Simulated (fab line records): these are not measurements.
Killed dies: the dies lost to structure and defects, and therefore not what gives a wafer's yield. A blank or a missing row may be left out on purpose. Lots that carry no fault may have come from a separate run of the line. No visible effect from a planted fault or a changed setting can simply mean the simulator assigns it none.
fab line records -- flow nandHarc -- part 2 of 2: steps 5 to 6 of 6
record: lots: 24, wafers: 72, lastDay: 25
route steps=1159 shown A_BLC@990 A_M0@1008 A_M1@1036 HYBRID_BOND@1099
lots untouched by any fault: they come from a run of this same line in which no faults occurred
startH: start of the lot's first displayed wafer, in hours after the record's first day -- waitH: time in hours since the lot's previous step -- " identical to the entry in the row above -- L1.1+2: several wafers, shown together as one row -- - value missing, or start not given -- * or withheld: withheld -- < > ~ a bound
route shown NAME@n: NAME is a module with steps in the file, n the number in the route of the first one -- usual: mean/standard deviation of fault-free wafers -- same: alike in all rows -- chamber/n: place in a boat -- sites: each site's reading -- _std_site: their standard deviation -- _edge_site: outer sites' mean less inner sites' -- radiusMm: how far each site lies from the wafer's centre -- mask NAME#n: copy n -- behind: the last tool/chamber to shape the wafer -- hold: what put the lot on hold/how long, in hours/how the hold closed -- device: the n, p or np transistor that did not switch -- end of line: tests run on the same wafers once the route is complete -- for a step that has no rows: nothing shown but its recipe -- killed: not the wafer's yield, but the dies lost to structure and defects at the first sort -- map: dies across one wafer; x = killed, . = not, _ = none there
set.NAME: the setting the step ran with; set.NAME@STEP: the setting that earlier step ran with -- model.NAME: the simulator's own value behind a step, which no gauge read
a sample of lots followed through the steps of the route, with each step as a table and each wafer as a row
services: the hour from which a tool's chamber was out of use, counted from the record's first day as startH (under 0 if before that day), plus the number of hours and why
== steps ==
step: NHARC_A_M1_ETCH_35
recipe: targetDepthA: 400, overetchA: 120, timeS: 43.94, ionEnergyEv: 200, n2FlowSccm: 150, h2FlowSccm: 150, arFlowSccm: 0, rfW: 400, biasW: 150, chemistry: N2/H2
usual: drypumpMotorCurrentA: 5.8/0.43, oesProductAu: 1.001/0.016, rfVppV: 430.8/1.9, showerheadPlenumPTorr: 2.05/0.064, throttleValvePct: 14.172/0.0091
lot.wafer,tool,chamber,startH,waitH,drypumpMotorCurrentA,oesProductAu,rfHoursCounterH,rfVppV,showerheadPlenumPTorr,throttleValvePct
L075.2,rieDiel-07,2,399.59,0.1,5.8,1.014,5,430.3,2.02,14.178
L075.4,rieDiel-07,2,399.59,0.1,5.8,1.009,-,430.3,2.02,14.169
L075.5,rieDiel-07,0,399.59,0.1,5.2,0.981,-,430.1,2.01,14.167
L074.2,rieDiel-04,1,408.77,0.1,5.5,1.026,8,427.0,1.94,14.160
L074.4,rieDiel-04,2,408.77,0.1,5.8,0.983,8,431.3,2.13,14.154
L074.5,rieDiel-04,2,408.77,0.1,5.9,0.980,-,431.6,2.13,14.159
L077.1,rieDiel-04,0,417.00,0.1,5.7,0.981,9,432.1,2.09,14.158
L077.4,rieDiel-04,0,417.00,0.1,5.7,0.977,-,431.8,2.09,14.171
L077.6,rieDiel-04,2,417.00,0.1,5.9,0.988,-,433.5,2.13,14.168
L076.1,rieDiel-07,2,423.01,0.1,5.8,1.010,0,428.6,2.02,14.172
L076.2,rieDiel-07,0,423.01,0.1,5.2,0.972,0,429.6,2.01,14.160
L076.5,rieDiel-07,3,423.01,0.1,6.4,0.999,-,432.1,2.13,14.175
L078.1,rieDiel-04,2,426.18,0.1,5.9,0.985,9,433.4,2.13,14.171
L078.3,rieDiel-04,0,426.18,0.1,5.7,0.982,10,430.8,2.09,14.179
L078.5,rieDiel-04,1,426.18,0.1,5.6,1.008,-,427.5,1.94,14.157
L080.4,rieDiel-07,1,430.90,0.1,6.3,1.009,0,432.1,2.04,14.177
L080.3,rieDiel-07,2,430.90,0.1,5.8,1.011,0,430.3,2.02,14.174
L080.5,rieDiel-07,1,430.90,0.1,6.3,1.001,-,430.8,2.04,14.173
L079.4,rieDiel-04,1,431.19,0.1,5.5,1.024,-,427.6,1.94,14.168
L079.6,rieDiel-04,2,431.19,0.1,5.8,0.995,-,430.9,2.13,14.167
L079.5,rieDiel-04,0,431.19,0.1,5.7,0.987,-,431.8,2.09,14.181
L083.2,rieDiel-07,0,442.30,0.1,5.2,0.979,1,430.5,2.01,14.181
L083.3,rieDiel-07,1,442.30,0.1,6.3,1.014,1,429.4,2.04,14.172
L083.1,rieDiel-07,2,442.30,0.1,5.8,1.013,1,429.6,2.02,14.174
L082.3,rieDiel-04,0,448.24,0.1,5.7,0.988,11,431.9,2.09,14.183
L082.2,rieDiel-04,2,448.24,0.1,5.9,0.986,10,431.9,2.13,14.164
L082.5,rieDiel-04,1,448.24,0.1,5.6,1.020,-,429.0,1.94,14.175
L081.2,rieDiel-02,2,454.79,0.1,4.8,1.004,8,433.3,2.13,14.174
L081.3,rieDiel-02,3,454.79,0.1,5.6,1.023,7,429.7,2.06,14.157
L081.5,rieDiel-02,0,454.79,0.1,6.3,1.013,-,431.0,2.05,14.177
L085.1,rieDiel-04,0,456.26,0.1,5.7,0.993,11,432.0,2.09,14.176
L085.2,rieDiel-04,3,456.26,0.1,5.4,1.007,9,428.4,1.96,14.170
L085.6,rieDiel-04,1,456.26,0.1,5.5,1.026,-,429.2,1.94,14.163
L084.3,rieDiel-02,1,458.58,0.1,6.0,0.983,9,430.8,2.05,14.176
L084.1,rieDiel-02,2,458.58,0.1,4.9,0.999,8,434.2,2.13,14.164
L084.2,rieDiel-02,3,458.58,0.1,5.6,1.024,8,431.8,2.06,14.184
L088.1,rieDiel-04,3,465.97,0.1,5.3,1.002,9,427.6,1.96,14.174
L088.2,rieDiel-04,0,465.97,0.1,5.7,0.987,12,433.7,2.09,14.190
L088.4,rieDiel-04,1,465.97,0.1,5.5,1.021,11,427.6,1.94,14.178
L087.3,rieDiel-07,1,470.24,0.1,6.3,1.010,1,430.8,2.04,14.158
L087.4,rieDiel-07,3,470.24,0.1,6.5,1.008,1,433.7,2.13,14.180
L087.5,rieDiel-07,0,470.24,0.1,5.2,0.975,-,429.0,2.01,14.162
L090.2,rieDiel-02,2,483.04,0.1,4.9,0.996,10,431.9,2.13,14.155
L090.4,rieDiel-02,0,483.04,0.1,6.2,1.019,10,430.9,2.05,14.156
L090.3,rieDiel-02,1,483.04,0.1,6.0,0.985,11,429.9,2.05,14.176
L086.3,rieDiel-07,3,484.58,0.1,6.5,0.991,1,433.2,2.13,14.160
L086.1,rieDiel-07,0,484.58,0.1,5.2,0.975,2,428.3,2.01,14.170
L086.6,rieDiel-07,0,484.58,0.1,5.2,0.969,-,430.8,2.01,14.165
L089.1,rieDiel-02,2,486.50,0.1,4.9,1.007,10,433.4,2.13,14.183
L089.2,rieDiel-02,3,486.50,0.1,5.6,1.021,9,430.7,2.06,14.171
L089.5,rieDiel-02,1,486.50,0.1,6.0,0.992,-,429.1,2.05,14.169
L091.2,rieDiel-04,0,508.70,0.1,5.7,1.004,3,433.1,2.08,14.165
L091.1,rieDiel-04,1,508.70,0.1,5.5,1.024,3,427.7,1.94,14.184
L091.6,rieDiel-04,0,508.70,0.1,5.7,0.992,-,431.5,2.08,14.162
L092.1,rieDiel-07,3,509.78,0.1,6.4,0.990,2,433.8,2.13,14.181
L092.3,rieDiel-07,0,509.78,0.1,5.2,0.977,2,430.9,2.01,14.160
L092.5,rieDiel-07,3,509.78,0.1,6.4,1.009,-,433.2,2.13,14.166
L093.3,rieDiel-04,2,510.50,0.1,5.9,1.001,3,432.6,2.13,14.168
L093.6,rieDiel-04,2,510.50,0.1,5.9,1.000,-,433.5,2.13,14.164
L093.5,rieDiel-04,3,510.50,0.1,5.3,0.999,-,427.8,1.96,14.171
L096.1,rieDiel-04,0,534.47,0.1,5.7,0.989,4,431.2,2.08,14.169
L096.4,rieDiel-04,1,534.47,0.1,5.6,1.021,4,428.1,1.94,14.186
L096.3,rieDiel-04,3,534.47,0.1,5.3,0.989,4,429.0,1.96,14.161
L094.2,rieDiel-02,1,539.21,0.1,6.0,1.012,2,429.9,2.04,14.177
L094.4,rieDiel-02,2,539.21,0.1,4.9,1.029,2,433.8,2.13,14.171
L094.3,rieDiel-02,3,539.21,0.1,5.6,1.026,2,431.1,2.06,14.176
L095.4,rieDiel-02,3,539.66,0.1,5.6,1.041,2,432.2,2.06,14.157
L095.2,rieDiel-02,0,539.66,0.1,6.3,1.004,2,429.2,2.05,14.153
L095.5,rieDiel-02,0,539.66,0.1,6.3,0.992,-,431.1,2.05,14.176
L097.3,rieDiel-07,2,546.48,0.1,5.8,1.025,3,430.1,2.02,14.173
L097.4,rieDiel-07,0,546.48,0.1,5.2,0.979,3,428.3,2.01,14.155
L097.6,rieDiel-07,2,546.48,0.1,5.8,1.016,-,430.2,2.02,14.167
step: NHARC_HYBRID_BOND_OVL_MEAS_05
usual: overlayXNm: -1/33, overlayYNm: 3/29
lot.wafer,tool,chamber,startH,waitH,overlayXNm,overlayYNm
L075.2,overlay-02,-,418.22,0.4,31,-84
L075.4,overlay-02,-,418.22,0.4,-24,-55
L075.5,overlay-02,-,418.22,0.4,-17,17
L074.2,overlay-01,-,428.71,0.4,-14,-14
L074.4,overlay-01,-,428.71,0.4,-36,-32
L074.5,overlay-01,-,428.71,0.4,3,-28
L077.1,overlay-02,-,435.65,0.4,-24,16
L077.4,overlay-02,-,435.65,0.4,-2,16
L077.6,overlay-02,-,435.65,0.4,-3,8
L076.1,overlay-02,-,442.70,0.4,-31,-32
L076.2,overlay-02,-,442.70,0.4,17,58
L076.5,overlay-02,-,442.70,0.4,-68,19
L078.1,overlay-01,-,442.70,0.4,-54,-1
L078.3,overlay-01,-,442.70,0.4,11,40
L078.5,overlay-01,-,442.70,0.4,66,-54
L080.3,overlay-02,-,450.96,0.4,31,-16
L080.4,overlay-02,-,450.96,0.4,66,-35
L080.5,overlay-02,-,450.96,0.4,-23,-6
L079.4,overlay-01,-,450.96,0.4,-40,-26
L079.5,overlay-01,-,450.96,0.4,24,-27
L079.6,overlay-01,-,450.96,0.4,31,33
L083.1,overlay-01,-,462.22,0.4,40,-12
L083.2,overlay-01,-,462.22,0.4,-10,32
L083.3,overlay-01,-,462.22,0.4,-45,3
L082.2,overlay-02,-,462.22,0.4,8,21
L082.3,overlay-02,-,462.22,0.4,78,-31
L082.5,overlay-02,-,462.22,0.4,-33,11
L081.2,overlay-02,-,472.08,0.4,9,12
L081.3,overlay-02,-,472.08,0.4,-14,-22
L081.5,overlay-02,-,472.08,0.4,-103,25
L085.1,overlay-01,-,472.08,0.4,42,5
L085.2,overlay-01,-,472.08,0.4,-6,-8
L085.6,overlay-01,-,472.08,0.4,-34,20
L088.1,overlay-02,-,480.76,0.4,-31,37
L088.2,overlay-02,-,480.76,0.4,-29,-30
L088.4,overlay-02,-,480.76,0.4,16,30
L084.1,overlay-01,-,480.76,0.4,-10,-31
L084.2,overlay-01,-,480.76,0.4,14,14
L084.3,overlay-01,-,480.76,0.4,54,45
L087.3,overlay-02,-,488.14,0.4,-18,60
L087.4,overlay-02,-,488.14,0.4,-63,-34
L087.5,overlay-02,-,488.14,0.4,24,5
L086.1,overlay-01,-,501.88,0.4,-17,20
L086.3,overlay-01,-,501.88,0.4,29,18
L086.6,overlay-01,-,501.88,0.4,-36,13
L090.2,overlay-02,-,501.88,0.4,2,2
L090.3,overlay-02,-,501.88,0.4,3,-5
L090.4,overlay-02,-,501.88,0.4,31,54
L089.1,overlay-02,-,501.89,0.4,-48,18
L089.2,overlay-02,-,501.89,0.4,26,-28
L089.5,overlay-02,-,501.89,0.4,-10,10
L091.1,overlay-01,-,526.73,0.4,-1,38
L091.2,overlay-01,-,526.73,0.4,1,65
L091.6,overlay-01,-,526.73,0.4,-29,-9
L092.1,overlay-02,-,526.73,0.4,19,44
L092.3,overlay-02,-,526.73,0.4,6,-27
L092.5,overlay-02,-,526.73,0.4,-21,-9
L093.3,overlay-01,-,526.74,0.4,48,19
L093.5,overlay-01,-,526.74,0.4,-39,-36
L093.6,overlay-01,-,526.74,0.4,-10,-25
L096.1,overlay-02,-,553.12,0.4,-50,34
L096.3,overlay-02,-,553.12,0.4,-10,-4
L096.4,overlay-02,-,553.12,0.4,-42,19
L094.2,overlay-01,-,553.12,0.4,-33,-11
L094.3,overlay-01,-,553.12,0.4,-33,-13
L094.4,overlay-01,-,553.12,0.4,-38,54
L095.2,overlay-01,-,560.01,0.4,-8,-42
L095.4,overlay-01,-,560.01,0.4,5,-3
L095.5,overlay-01,-,560.01,0.4,47,16
L097.3,overlay-02,-,563.78,0.4,37,16
L097.4,overlay-02,-,563.78,0.4,1,-64
L097.6,overlay-02,-,563.78,0.4,-17,-27
== services ==
tool,chamber,startH,hours,kind
rieDiel-09,-,370.91,1.0,repair
rieDiel-07,1,398.75,5.6,repair
cmp-04,-,399.21,4.0,pm
cmp-02,-,399.33,1.5,repair
rieDiel-07,-,405.20,9.0,pm
rieDiel-05,3,405.83,1.6,repair
rieDiel-04,1,411.87,9.4,repair
rieDiel-04,3,414.71,23.2,repair
cmp-02,-,422.66,4.0,pm
cmp-02,-,430.78,2.2,repair
rieDiel-09,-,431.12,9.0,pm
rieDiel-01,3,462.92,6.4,repair
rieDiel-04,-,466.21,9.0,pm
cmp-04,-,491.35,2.7,repair
rieDiel-01,-,492.11,9.0,pm
cmp-02,-,492.94,2.3,repair
cmp-02,-,497.89,0.5,repair
cmp-02,-,512.64,5.2,repair
rieDiel-05,-,517.60,9.0,pm
rieDiel-01,2,518.53,1.9,repair
cmp-02,-,519.07,7.9,repair
cmp-02,-,527.02,4.0,pm
rieDiel-04,-,535.08,0.2,repair
rieDiel-01,1,537.50,3.3,repair
